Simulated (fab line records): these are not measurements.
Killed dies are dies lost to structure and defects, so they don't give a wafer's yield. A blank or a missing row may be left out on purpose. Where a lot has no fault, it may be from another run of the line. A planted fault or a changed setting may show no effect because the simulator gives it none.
The tool behind it: which one? :: flow nand-harc :: 12 lots with 36 wafers sampled at 5 steps, on a route of 1159 steps

WHAT THE GAUGES READ, wafer by wafer
NHARC_END_SORT_01. Usual: killed-at-array 21, standard deviation 8.9; killed-at-other 0.8, standard deviation 1.3; killed-at-periphery 3.6, standard deviation 2.4; killed-dies 26, standard deviation 8.9; killed-open 3.1, standard deviation 1.8; killed-short 1.9, standard deviation 1.3.
lot: L813
measured: day 19 14:56
on: prober-02
killed-at-array: 17 18 16
killed-at-other: 1 2 0
killed-at-periphery: 4 3 1
killed-dies: 22 23 17
killed-open: 4 5 2
killed-short: 0 3 0
flag: 

lot: L816
measured: day 20 09:10
on: prober-02
killed-at-array: 32 37 29
killed-at-other: 1 0 0
killed-at-periphery: 0 0 3
killed-dies: 33 37 32
killed-open: 2 1 2
killed-short: 0 1 2
flag: 

lot: L818
measured: day 21 05:47
on: prober-01
killed-at-array: 10 16 13
killed-at-other: 5 2 1
killed-at-periphery: 3 1 1
killed-dies: 18 19 15
killed-open: 4 4 2
killed-short: 1 2 0
flag: 

lot: L822
measured: day 21 14:36
on: prober-02
killed-at-array: 14 12 8
killed-at-other: 0 0 0
killed-at-periphery: 5 7 4
killed-dies: 19 19 12
killed-open: 3 4 2
killed-short: 4 3 0
flag: 

lot: L825
measured: day 22 12:31
on: prober-01
killed-at-array: 15 8 8
killed-at-other: 0 1 7
killed-at-periphery: 3 9 6
killed-dies: 18 18 21
killed-open: 5 2 2
killed-short: 0 1 0
flag: 

lot: L823
measured: day 23 00:34
on: prober-02
killed-at-array: 24 20 671
killed-at-other: 0 2 1
killed-at-periphery: 4 4 5
killed-dies: 28 26 677
killed-open: 3 6 6
killed-short: 4 1 2
flag: OFF

lot: L827
measured: day 23 15:52
on: prober-02
killed-at-array: 12 18 10
killed-at-other: 0 0 3
killed-at-periphery: 5 4 0
killed-dies: 17 22 13
killed-open: 2 6 1
killed-short: 2 3 1
flag: 

WHICH TOOL RAN EACH LOT (tool, then ch and the chambers of the sampled wafers, then the start)
lot: L813
NHARC_A_STAIRCASE_STRIP_446: plasma-asher-01 ch 0,1, day 14 02:35
NHARC_A_STAIRCASE_STRIP_475: rie-diel-13 ch 1,3, day 14 06:47 or earlier
NHARC_A_SGD_CUT_ETCH_16: rie-diel-04 ch 0,1,3, day 14 06:47
NHARC_A_SGD_CUT_STRIP_28: rie-diel-12 ch 1,2, day 19 14:56 or earlier

lot: L815
NHARC_A_STAIRCASE_STRIP_446: plasma-asher-02 ch 1, day 14 14:59
NHARC_A_STAIRCASE_STRIP_475: rie-diel-03 ch 1,2,3, day 14 19:09 or earlier
NHARC_A_SGD_CUT_ETCH_16: rie-diel-08 ch 1,2,3, day 14 19:09
NHARC_A_SGD_CUT_STRIP_28: rie-diel-12 ch 0,3, no start

lot: L817
NHARC_A_STAIRCASE_STRIP_446: plasma-asher-02 ch 0,1, day 14 21:40
NHARC_A_STAIRCASE_STRIP_475: rie-diel-13 ch 1,2, day 15 02:11 or earlier
NHARC_A_SGD_CUT_ETCH_16: rie-diel-12 ch 0,3, day 15 02:11
NHARC_A_SGD_CUT_STRIP_28: rie-diel-04 ch 1,2,3, no start

lot: L816
NHARC_A_STAIRCASE_STRIP_446: plasma-asher-01 ch 0,1, day 14 21:50
NHARC_A_STAIRCASE_STRIP_475: rie-diel-06 ch 0,3, day 15 02:23 or earlier
NHARC_A_SGD_CUT_ETCH_16: rie-diel-08 ch 1,2,3, day 15 02:23
NHARC_A_SGD_CUT_STRIP_28: rie-diel-08 ch 1,2,3, day 20 09:10 or earlier

lot: L818
NHARC_A_STAIRCASE_STRIP_446: plasma-asher-02 ch 0,1, day 15 08:32
NHARC_A_STAIRCASE_STRIP_475: rie-diel-13 ch 0,2, day 15 12:54 or earlier
NHARC_A_SGD_CUT_ETCH_16: rie-diel-12 ch 0,2,3, day 15 12:54
NHARC_A_SGD_CUT_STRIP_28: rie-diel-12 ch 0,2,3, day 21 05:47 or earlier

lot: L820
NHARC_A_STAIRCASE_STRIP_446: plasma-asher-01 ch 0,1, day 15 23:58
NHARC_A_STAIRCASE_STRIP_475: rie-diel-03 ch 0,1,3, day 16 04:21 or earlier
NHARC_A_SGD_CUT_ETCH_16: rie-diel-12 ch 0,1,2, day 16 04:21
NHARC_A_SGD_CUT_STRIP_28: rie-diel-12 ch 1,2,3, no start

lot: L822
NHARC_A_STAIRCASE_STRIP_446: plasma-asher-01 ch 0,1, day 16 05:24
NHARC_A_STAIRCASE_STRIP_475: rie-diel-13 ch 0,1,2, day 16 09:48 or earlier
NHARC_A_SGD_CUT_ETCH_16: rie-diel-08 ch 0,2,3, day 16 09:48
NHARC_A_SGD_CUT_STRIP_28: rie-diel-12 ch 0,1,3, day 21 14:36 or earlier

lot: L825
NHARC_A_STAIRCASE_STRIP_446: plasma-asher-01 ch 0,1, day 16 17:06
NHARC_A_STAIRCASE_STRIP_475: rie-diel-13 ch 0,2,3, day 16 21:20 or earlier
NHARC_A_SGD_CUT_ETCH_16: rie-diel-04 ch 0,2,3, day 16 21:20
NHARC_A_SGD_CUT_STRIP_28: rie-diel-08 ch 0,2,3, day 22 12:31 or earlier

lot: L824
NHARC_A_STAIRCASE_STRIP_446: plasma-asher-02 ch 0,1, day 16 17:07
NHARC_A_STAIRCASE_STRIP_475: rie-diel-03 ch 0,3, day 16 19:04
NHARC_A_SGD_CUT_ETCH_16: rie-diel-08 ch 0,2, day 16 21:40
NHARC_A_SGD_CUT_STRIP_28: rie-diel-04 ch 0,1,3, no start

lot: L823
NHARC_A_STAIRCASE_STRIP_446: plasma-asher-01 ch 0,1, day 16 17:33
NHARC_A_STAIRCASE_STRIP_475: rie-diel-13 ch 0,1,3, day 16 21:49 or earlier
NHARC_A_SGD_CUT_ETCH_16: rie-diel-08 ch 0,2,3, day 16 21:49
NHARC_A_SGD_CUT_STRIP_28: rie-diel-08 ch 1,2,3, day 23 00:34 or earlier

lot: L827
NHARC_A_STAIRCASE_STRIP_446: plasma-asher-01 ch 0,1, day 17 16:08
NHARC_A_STAIRCASE_STRIP_475: rie-diel-06 ch 0,1,3, day 17 20:11 or earlier
NHARC_A_SGD_CUT_ETCH_16: rie-diel-04 ch 0,1,2, day 17 20:11
NHARC_A_SGD_CUT_STRIP_28: rie-diel-12 ch 1,2,3, day 23 15:52 or earlier

lot: L834
NHARC_A_STAIRCASE_STRIP_446: plasma-asher-02 ch 0,1, day 19 15:53
NHARC_A_STAIRCASE_STRIP_475: rie-diel-13 ch 1,2, day 19 20:13 or earlier
NHARC_A_SGD_CUT_ETCH_16: rie-diel-04 ch 0,1,2, day 19 20:13
NHARC_A_SGD_CUT_STRIP_28: rie-diel-04 ch 0,1,3, no start
- NHARC_A_STAIRCASE_STRIP_446: strips in O2.
- NHARC_A_STAIRCASE_STRIP_475: strips in O2, time 20 s.
- NHARC_A_SGD_CUT_ETCH_16: etches the open film in C4F8/O2/Ar, target depth 310.5 nm, time 155.2 s.
- NHARC_A_SGD_CUT_STRIP_28: strips in O2, time 20 s.

WHAT THE TOOLS THEMSELVES READ (means of the sampled wafers that have a number; where no wafer has one, the mark that the record gives instead)
NHARC_A_STAIRCASE_STRIP_446. Usual: drypump-motor-current-A 5.7 A, standard deviation 0.32; heater-power-w 353 W, standard deviation 31.
lot: L813
tool: plasma-asher-01
drypump-motor-current-A (A): 5.8
heater-power-w (W): 341
flag: 

lot: L815
tool: plasma-asher-02
drypump-motor-current-A (A): 5.3
heater-power-w (W): 337
flag: 

lot: L817
tool: plasma-asher-02
drypump-motor-current-A (A): 5.5
heater-power-w (W): 357
flag: 

lot: L816
tool: plasma-asher-01
drypump-motor-current-A (A): 5.9
heater-power-w (W): 337
flag: 

lot: L818
tool: plasma-asher-02
drypump-motor-current-A (A): 5.5
heater-power-w (W): 355
flag: 

lot: L820
tool: plasma-asher-01
drypump-motor-current-A (A): 5.8
heater-power-w (W): 340
flag: 

lot: L822
tool: plasma-asher-01
drypump-motor-current-A (A): 5.6
heater-power-w (W): 334
flag: 

lot: L825
tool: plasma-asher-01
drypump-motor-current-A (A): 5.8
heater-power-w (W): 339
flag: 

lot: L824
tool: plasma-asher-02
drypump-motor-current-A (A): 5.8
heater-power-w (W): 390
flag: 

lot: L823
tool: plasma-asher-01
drypump-motor-current-A (A): 5.8
heater-power-w (W): 335
flag: 

lot: L827
tool: plasma-asher-01
drypump-motor-current-A (A): 5.6
heater-power-w (W): 337
flag: 

lot: L834
tool: plasma-asher-02
drypump-motor-current-A (A): 5.8
heater-power-w (W): 387
flag: 

NHARC_A_STAIRCASE_STRIP_475. Usual: drypump-motor-current-A 5.5 A, standard deviation 0.46; oes-product-au 1.000 a.u., standard deviation 0.0099; rf-vpp-V 57.9 V, standard deviation 0.92; showerhead-plenum-p-Torr 3.57 Torr, standard deviation 0.16; throttle-valve-pct 17.035 %, standard deviation 0.0089.
lot: L813
tool: rie-diel-13
drypump-motor-current-A (A): 5.7
oes-product-au (a.u.): 1.003
rf-vpp-V (V): 58.2
showerhead-plenum-p-Torr (Torr): 3.72
throttle-valve-pct (%): 17.035
flag: 

lot: L815
tool: rie-diel-03
drypump-motor-current-A (A): 5.5
oes-product-au (a.u.): 1.003
rf-vpp-V (V): 57.6
showerhead-plenum-p-Torr (Torr): 3.68
throttle-valve-pct (%): 17.035
flag: 

lot: L817
tool: rie-diel-13
drypump-motor-current-A (A): 5.5
oes-product-au (a.u.): 0.991
rf-vpp-V (V): 57.8
showerhead-plenum-p-Torr (Torr): 3.39
throttle-valve-pct (%): 17.035
flag: 

lot: L816
tool: rie-diel-06
drypump-motor-current-A (A): 6.0
oes-product-au (a.u.): 1.005
rf-vpp-V (V): 56.5
showerhead-plenum-p-Torr (Torr): 3.34
throttle-valve-pct (%): 17.037
flag: 

lot: L818
tool: rie-diel-13
drypump-motor-current-A (A): 5.4
oes-product-au (a.u.): 1.004
rf-vpp-V (V): 57.5
showerhead-plenum-p-Torr (Torr): 3.52
throttle-valve-pct (%): 17.030
flag: 

lot: L820
tool: rie-diel-03
drypump-motor-current-A (A): 5.8
oes-product-au (a.u.): 0.992
rf-vpp-V (V): 57.8
showerhead-plenum-p-Torr (Torr): 3.61
throttle-valve-pct (%): 17.022
flag: 

lot: L822
tool: rie-diel-13
drypump-motor-current-A (A): 5.4
oes-product-au (a.u.): 1.007
rf-vpp-V (V): 57.3
showerhead-plenum-p-Torr (Torr): 3.49
throttle-valve-pct (%): 17.036
flag: 

lot: L825
tool: rie-diel-13
drypump-motor-current-A (A): 5.5
oes-product-au (a.u.): 0.999
rf-vpp-V (V): 58.0
showerhead-plenum-p-Torr (Torr): 3.57
throttle-valve-pct (%): 17.040
flag: 

lot: L824
tool: rie-diel-03
drypump-motor-current-A (A): 5.5
oes-product-au (a.u.): 1.002
rf-vpp-V (V): 58.0
showerhead-plenum-p-Torr (Torr): 3.57
throttle-valve-pct (%): 17.037
flag: 

lot: L823
tool: rie-diel-13
drypump-motor-current-A (A): 5.5
oes-product-au (a.u.): 0.995
rf-vpp-V (V): 58.0
showerhead-plenum-p-Torr (Torr): 3.65
throttle-valve-pct (%): 17.043
flag: 

lot: L827
tool: rie-diel-06
drypump-motor-current-A (A): 5.6
oes-product-au (a.u.): 0.993
rf-vpp-V (V): 58.3
showerhead-plenum-p-Torr (Torr): 3.36
throttle-valve-pct (%): 17.038
flag: 

lot: L834
tool: rie-diel-13
drypump-motor-current-A (A): 5.4
oes-product-au (a.u.): 1.007
rf-vpp-V (V): 57.8
showerhead-plenum-p-Torr (Torr): 3.45
throttle-valve-pct (%): 17.042
flag: 

NHARC_A_SGD_CUT_ETCH_16. Usual: oes-product-au 0.971 a.u., standard deviation 0.011; rf-vpp-V 721 V, standard deviation 3.8; run-length-s 176.6 s, standard deviation 0.37.
lot: L813
tool: rie-diel-04
oes-product-au (a.u.): 0.968
rf-vpp-V (V): 722
run-length-s (s): 176.4
flag: 

lot: L815
tool: rie-diel-08
oes-product-au (a.u.): 0.974
rf-vpp-V (V): 721
run-length-s (s): 176.7
flag: 

lot: L817
tool: rie-diel-12
oes-product-au (a.u.): 0.963
rf-vpp-V (V): 721
run-length-s (s): 176.5
flag: 

lot: L816
tool: rie-diel-08
oes-product-au (a.u.): 0.977
rf-vpp-V (V): 721
run-length-s (s): 176.9
flag: 

lot: L818
tool: rie-diel-12
oes-product-au (a.u.): 0.965
rf-vpp-V (V): 720
run-length-s (s): 176.2
flag: 

lot: L820
tool: rie-diel-12
oes-product-au (a.u.): 0.958
rf-vpp-V (V): 718
run-length-s (s): 176.2
flag: 

lot: L822
tool: rie-diel-08
oes-product-au (a.u.): 0.982
rf-vpp-V (V): 724
run-length-s (s): 176.5
flag: 

lot: L825
tool: rie-diel-04
oes-product-au (a.u.): 0.981
rf-vpp-V (V): 721
run-length-s (s): 176.8
flag: 

lot: L824
tool: rie-diel-08
oes-product-au (a.u.): 0.962
rf-vpp-V (V): 725
run-length-s (s): 176.5
flag: 

lot: L823
tool: rie-diel-08
oes-product-au (a.u.): 0.972
rf-vpp-V (V): 723
run-length-s (s): 183.6
flag: OFF

lot: L827
tool: rie-diel-04
oes-product-au (a.u.): 0.975
rf-vpp-V (V): 722
run-length-s (s): 176.6
flag: 

lot: L834
tool: rie-diel-04
oes-product-au (a.u.): 0.974
rf-vpp-V (V): 722
run-length-s (s): 176.7
flag: 

NHARC_A_SGD_CUT_STRIP_28. Usual: drypump-motor-current-A 5.8 A, standard deviation 0.49; oes-product-au 0.997 a.u., standard deviation 0.0089; rf-vpp-V 57.6 V, standard deviation 0.86; showerhead-plenum-p-Torr 3.45 Torr, standard deviation 0.12; throttle-valve-pct 17.038 %, standard deviation 0.0088.
lot: L813
tool: rie-diel-12
drypump-motor-current-A (A): 5.6
oes-product-au (a.u.): 0.995
rf-vpp-V (V): 57.7
showerhead-plenum-p-Torr (Torr): 3.43
throttle-valve-pct (%): 17.041
flag: 

lot: L815
tool: rie-diel-12
drypump-motor-current-A (A): 5.2
oes-product-au (a.u.): 0.990
rf-vpp-V (V): 57.1
showerhead-plenum-p-Torr (Torr): 3.46
throttle-valve-pct (%): 17.031
flag: 

lot: L817
tool: rie-diel-04
drypump-motor-current-A (A): 5.7
oes-product-au (a.u.): 1.000
rf-vpp-V (V): 57.4
showerhead-plenum-p-Torr (Torr): 3.35
throttle-valve-pct (%): 17.043
flag: 

lot: L816
tool: rie-diel-08
drypump-motor-current-A (A): 6.2
oes-product-au (a.u.): 0.999
rf-vpp-V (V): 57.4
showerhead-plenum-p-Torr (Torr): 3.46
throttle-valve-pct (%): 17.042
flag: 

lot: L818
tool: rie-diel-12
drypump-motor-current-A (A): 5.3
oes-product-au (a.u.): 0.986
rf-vpp-V (V): 57.9
showerhead-plenum-p-Torr (Torr): 3.40
throttle-valve-pct (%): 17.036
flag: 

lot: L820
tool: rie-diel-12
drypump-motor-current-A (A): 5.4
oes-product-au (a.u.): 0.991
rf-vpp-V (V): 57.4
showerhead-plenum-p-Torr (Torr): 3.43
throttle-valve-pct (%): 17.026
flag: 

lot: L822
tool: rie-diel-12
drypump-motor-current-A (A): 5.4
oes-product-au (a.u.): 0.994
rf-vpp-V (V): 57.7
showerhead-plenum-p-Torr (Torr): 3.45
throttle-valve-pct (%): 17.037
flag: 

lot: L825
tool: rie-diel-08
drypump-motor-current-A (A): 5.9
oes-product-au (a.u.): 0.999
rf-vpp-V (V): 57.2
showerhead-plenum-p-Torr (Torr): 3.52
throttle-valve-pct (%): 17.035
flag: 

lot: L824
tool: rie-diel-04
drypump-motor-current-A (A): 5.8
oes-product-au (a.u.): 0.998
rf-vpp-V (V): 57.4
showerhead-plenum-p-Torr (Torr): 3.49
throttle-valve-pct (%): 17.039
flag: 

lot: L823
tool: rie-diel-08
drypump-motor-current-A (A): 6.2
oes-product-au (a.u.): 0.995
rf-vpp-V (V): 57.8
showerhead-plenum-p-Torr (Torr): 3.45
throttle-valve-pct (%): 17.033
flag: 

lot: L827
tool: rie-diel-12
drypump-motor-current-A (A): 5.4
oes-product-au (a.u.): 0.987
rf-vpp-V (V): 57.4
showerhead-plenum-p-Torr (Torr): 3.43
throttle-valve-pct (%): 17.042
flag: 

lot: L834
tool: rie-diel-04
drypump-motor-current-A (A): 5.8
oes-product-au (a.u.): 1.000
rf-vpp-V (V): 56.9
showerhead-plenum-p-Torr (Torr): 3.48
throttle-valve-pct (%): 17.040
flag: 

THE ANSWER, worked out from the rows above alone
Rule: lot off if the mean of its wafers having a number is beyond 3 standard deviations from the usual mean. A lot without any number at a reading at which 4 lots or more have one is off too. All remaining lots with rows at the step are treated as sound. Order of review: gauges by route order, followed by the tools' own readings, for which a lot's mean as printed above is used. The first step at which some lot is off is used, and at that step the reading that is off furthest; a lot without a number counts as furthest.
Off: L823, at NHARC_END_SORT_01 (killed-dies). Neither off nor sound, because the step has no rows for them: L815, L817, L820, L824, L834.
A tool fits if, at a process step before that reading, it ran every lot that is off, and no sound lot after the first of them. Not tried: the gauges at NHARC_END_SORT_01; whatever is off there is also off at NHARC_A_SGD_CUT_ETCH_16, on other tools, and gauge error can't account for it. With no start given for some of its lots, NHARC_A_STAIRCASE_STRIP_475 uses the hours and lot order of NHARC_A_SGD_CUT_ETCH_16. With no start given for some of its lots, NHARC_A_SGD_CUT_STRIP_28 uses the hours and lot order of NHARC_END_SORT_01. Can't be told from this: 2 tools fit, rie-diel-13 at NHARC_A_STAIRCASE_STRIP_475, rie-diel-08 at NHARC_A_SGD_CUT_ETCH_16 and NHARC_A_SGD_CUT_STRIP_28.

WHAT WAS PUT IN BY THE SIMULATOR
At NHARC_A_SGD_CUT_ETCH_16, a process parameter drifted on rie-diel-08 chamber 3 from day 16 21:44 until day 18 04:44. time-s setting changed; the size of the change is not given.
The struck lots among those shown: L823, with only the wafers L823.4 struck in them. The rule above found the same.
